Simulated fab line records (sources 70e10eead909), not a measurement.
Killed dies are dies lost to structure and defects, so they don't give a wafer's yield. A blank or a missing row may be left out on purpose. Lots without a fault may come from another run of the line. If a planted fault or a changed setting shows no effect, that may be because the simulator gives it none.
2 desks, one fault / flow nand harc / what lay behind the numbers comes last; until then each desk has only its own

== THE DEFECT DESK ==
Counts from the inspections along the route, per lot, as means over the sampled wafers that have a number. A lot is out of limits, marked OUT, if its mean lies more than 4 standard deviations from the usual mean; the brackets give that distance.
Columns: A = raw defect count at NHARC_A_SLIT_INSPECT_11, usual 22
lot=L197; first seen here=day 14 03:30; A=20
lot=L199; first seen here=day 15 07:28; A=27
lot=L201; first seen here=day 15 09:26; A=11
lot=L202; first seen here=day 15 23:49; A=23
lot=L204; first seen here=day 16 00:46; A=13
lot=L203; first seen here=day 16 01:54; A=22
lot=L205; first seen here=day 16 19:51; A=13
lot=L206; first seen here=day 16 20:59; A=30
lot=L208; first seen here=day 17 09:01; A=13
lot=L209; first seen here=day 17 09:12; A=35
lot=L210; first seen here=day 17 20:52; A=15
lot=L217; first seen here=day 19 01:41; A=38
lot=L219; first seen here=day 19 07:28; A=39
This desk found nothing out of limits on any of the 13 lots.

== TOOL OWNER'S DESK, ald metal-03 ==
The tool's own readings at NHARC_A_WL_FILL_ALD_02 (deposits TiN, target thk 2 nm, pulse time 3 s, ald cycles 100): means of the sampled wafers that have a number, for each lot that ran on this tool. A lot is out of limits, marked OUT, if its mean lies more than 4 standard deviations from the usual mean; the brackets give that distance.
Columns: A = heater power w at NHARC_A_WL_FILL_ALD_02, usual 1130 W; B = precursor pulse height rel at NHARC_A_WL_FILL_ALD_02, usual 1.003
lot=L201; first seen here=day 15 21:36; A=1118; B=1.023
lot=L203; first seen here=day 16 13:56; A=1222; B=0.996
lot=L205; first seen here=day 17 08:56; A=1153; B=1.003
lot=L210; first seen here=day 18 08:47; A=1163; B=0.995
lot=L217; first seen here=day 19 14:00; A=1088; B=0.992
lot=L219; first seen here=day 19 19:11; A=1192; B=1.017
This desk found nothing out of limits on any of the 6 lots.

== ALL TOGETHER ==
No out-of-limits result turned up at the defect desk.
The tool owner's desk saw nothing out of limits.

== WHAT THE SIMULATOR HAD PUT IN ==
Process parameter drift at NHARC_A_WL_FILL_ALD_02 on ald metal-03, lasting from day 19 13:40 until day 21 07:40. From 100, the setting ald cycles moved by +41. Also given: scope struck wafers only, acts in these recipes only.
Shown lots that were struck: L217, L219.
